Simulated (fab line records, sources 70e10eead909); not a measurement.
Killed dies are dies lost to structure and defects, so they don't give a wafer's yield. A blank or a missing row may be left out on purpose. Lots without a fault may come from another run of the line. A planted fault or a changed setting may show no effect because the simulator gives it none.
Which tool did it? | flow nand_harc | 13 lots, 39 wafers sampled, at 5 steps of a route of 1302

WHAT THE GAUGES READ, wafer by wafer
NHARC_P_ZERO_WELL_CD_MEAS_24: target cd 720 nm.
lot  | measured     | on        | cd_nm (nm)
L200 | day 1 22:35  | cd_sem-02 | 720.5 721.0 719.7
L201 | day 2 09:10  | cd_sem-02 | 718.9 717.3 719.8
L202 | day 2 18:34  | cd_sem-03 | 720.4 721.9 720.8
L205 | day 4 00:28  | cd_sem-02 | 705.3 706.4 705.5 705.4 706.1 705.9
L208 | day 5 06:37  | cd_sem-03 | 720.7 719.0 716.6
L211 | day 6 12:28  | cd_sem-02 | 721.3 722.3 721.2
L216 | day 8 14:27  | cd_sem-02 | 720.9 720.2 721.7
L217 | day 9 00:38  | cd_sem-01 | 720.4 720.5 719.5
L218 | day 9 10:35  | cd_sem-01 | 722.7 721.6 721.5
L219 | day 9 20:28  | cd_sem-02 | 722.0 721.2 719.5
L220 | day 10 06:29 | cd_sem-02 | 718.9 717.1 718.4
L221 | day 10 16:28 | cd_sem-01 | 718.2 720.5 720.0
L223 | day 11 12:20 | cd_sem-01 | 719.5 718.1 719.7

NHARC_P_STI_CD_MEAS_16.
lot  | measured     | on        | cd_nm (nm)
L200 | day 3 01:17  | cd_sem-02 | 200.7 197.4 198.4
L201 | day 3 10:25  | cd_sem-02 | 197.9 198.6 198.6
L202 | day 3 17:54  | cd_sem-02 | 199.7 201.3 202.4
L205 | day 4 20:51  | cd_sem-01 | 200.6 203.1 202.4
L208 | day 6 04:01  | cd_sem-02 | 200.4 198.4 199.3
L211 | day 7 10:53  | cd_sem-02 | 201.2 200.9 201.2
L216 | day 9 12:12  | cd_sem-02 | 200.7 199.8 198.2
L217 | day 9 20:56  | cd_sem-03 | 199.0 197.2 200.1
L218 | day 10 08:12 | cd_sem-03 | 200.9 202.9 200.7
L219 | day 10 19:57 | cd_sem-02 | 198.7 201.1 199.8
L220 | day 11 06:16 | cd_sem-03 | 202.0 197.4 200.1
L221 | day 11 14:54 | cd_sem-03 | 200.2 199.6 198.4
L223 | day 12 12:56 | cd_sem-02 | 197.9 200.9 201.0

NHARC_P_STI_OCD_MEAS_17.
lot  | measured     | on     | trench_depth_nm (nm) | trench_foot_cd_nm (nm)
L200 | day 3 01:22  | ocd-01 | 297.7 298.0 295.4    | 159.1 156.2 158.2
L201 | day 3 10:30  | ocd-02 | 305.4 302.1 298.6    | 155.3 156.1 157.3
L202 | day 3 17:59  | ocd-02 | 306.4 304.4 304.5    | 157.4 158.6 160.3
L205 | day 4 20:56  | ocd-02 | 303.1 301.8 299.9    | 157.5 161.0 159.6
L208 | day 6 04:06  | ocd-01 | 295.8 300.0 300.3    | 159.2 157.0 158.7
L211 | day 7 10:58  | ocd-01 | 298.7 297.8 299.5    | 159.3 159.7 159.1
L216 | day 9 12:17  | ocd-01 | 297.7 298.0 295.9    | 159.1 159.2 157.5
L217 | day 9 21:01  | ocd-01 | 298.1 297.6 300.3    | 159.2 155.3 158.4
L218 | day 10 08:17 | ocd-01 | 294.6 297.4 297.9    | 160.7 161.4 159.5
L219 | day 10 20:02 | ocd-02 | 299.3 300.6 305.8    | 157.8 158.9 157.1
L220 | day 11 06:21 | ocd-01 | 300.4 297.9 296.1    | 160.8 156.4 159.3
L221 | day 11 14:59 | ocd-02 | 298.7 301.6 294.4    | 158.9 159.1 155.7
L223 | day 12 13:02 | ocd-02 | 298.8 296.1 298.0    | 157.5 160.2 159.8

NHARC_P_STI_OCD_MEAS_43.
lot  | measured     | on     | trench_depth_nm (nm) | trench_foot_cd_nm (nm)
L200 | day 3 01:53  | ocd-02 | 297.9 297.6 296.1    | 159.3 156.3 157.8
L201 | day 3 11:01  | ocd-01 | 305.9 302.4 299.1    | 155.0 155.7 157.0
L202 | day 3 18:29  | ocd-01 | 306.2 303.9 304.5    | 157.6 158.4 160.5
L205 | day 4 21:26  | ocd-01 | 303.0 300.6 299.6    | 157.3 160.8 159.9
L208 | day 6 04:37  | ocd-02 | 295.9 301.1 300.5    | 159.2 157.2 158.4
L211 | day 7 11:29  | ocd-02 | 298.5 297.5 300.1    | 159.5 159.2 159.8
L216 | day 9 12:48  | ocd-02 | 298.1 297.9 295.9    | 158.5 159.4 157.7
L217 | day 9 21:31  | ocd-02 | 297.8 296.8 299.4    | 159.4 155.6 158.1
L218 | day 10 08:48 | ocd-02 | 294.1 297.4 297.5    | 160.8 161.7 160.4
L219 | day 10 20:32 | ocd-01 | 299.0 299.4 305.4    | 157.1 159.0 157.1
L220 | day 11 06:52 | ocd-01 | 299.6 297.5 295.7    | 160.3 156.5 158.5
L221 | day 11 15:29 | ocd-01 | 299.2 301.4 294.6    | 158.6 159.3 157.3
L223 | day 12 13:32 | ocd-01 | 298.6 296.0 298.2    | 156.7 160.4 159.5

WHICH TOOL RAN EACH LOT (tool, then ch and the chambers of the sampled wafers, then the start)
lot  | NHARC_P_ZERO_WELL_EXPOSE_21
L200 | krf_scanner-02 ch 0, day 1 22:27
L201 | krf_scanner-04 ch 0, day 2 09:01
L202 | krf_scanner-03 ch 0, day 2 18:25
L205 | krf_scanner-03 ch 0, day 4 00:19
L208 | krf_scanner-03 ch 0, day 5 06:28
L211 | krf_scanner-03 ch 0, day 6 12:18
L216 | krf_scanner-03 ch 0, day 8 14:18
L217 | krf_scanner-02 ch 0, day 9 00:29
L218 | krf_scanner-03 ch 0, day 9 10:26
L219 | krf_scanner-03 ch 0, day 9 20:19
L220 | krf_scanner-03 ch 0, day 10 06:20
L221 | krf_scanner-02 ch 0, day 10 16:19
L223 | krf_scanner-02 ch 0, day 11 12:11
- NHARC_P_ZERO_WELL_EXPOSE_21: exposes mask P NWELL, target cd 720 nm.

WHAT THE TOOLS THEMSELVES READ (means of the sampled wafers that have a number; where no wafer has one, the mark that the record gives instead)
The record holds no such reading with a usual standard deviation.

THE ANSWER, worked out from the rows above alone
Rule: what is usual is taken from the lots themselves. Put in order of their means at a reading, lots are off if they are a third of the lots or fewer, leave a main group of 4 or more, and stand apart from it by a gap of 3 or more times the standard deviation of the main group's means; of several such gaps the widest counts. A main group whose means are all the same, to the digits that the tables above print for the reading, isn't used. A lot without any number at a reading at which 4 lots or more have one is off too. The other lots that the step has rows for count as sound. The gauges are gone through in route order, then the tools' own readings, and for those a lot's mean is taken as printed above. The first step at which some lot is off is used, and at that step the reading that is off furthest; a lot without a number counts as furthest.
Off: L205, at NHARC_P_ZERO_WELL_CD_MEAS_24 (cd_nm). The main group: mean 720.1 nm, standard deviation 1.2.
A tool fits if, at a process step before that reading, it ran every lot that is off, and no sound lot after the first of them. The gauges at NHARC_P_ZERO_WELL_CD_MEAS_24 aren't tried: what is off there is off at NHARC_P_STI_OCD_MEAS_17 too, on other tools, and a gauge's error can't cause that. None of those tried fits.

WHAT THE SIMULATOR HAD PUT IN
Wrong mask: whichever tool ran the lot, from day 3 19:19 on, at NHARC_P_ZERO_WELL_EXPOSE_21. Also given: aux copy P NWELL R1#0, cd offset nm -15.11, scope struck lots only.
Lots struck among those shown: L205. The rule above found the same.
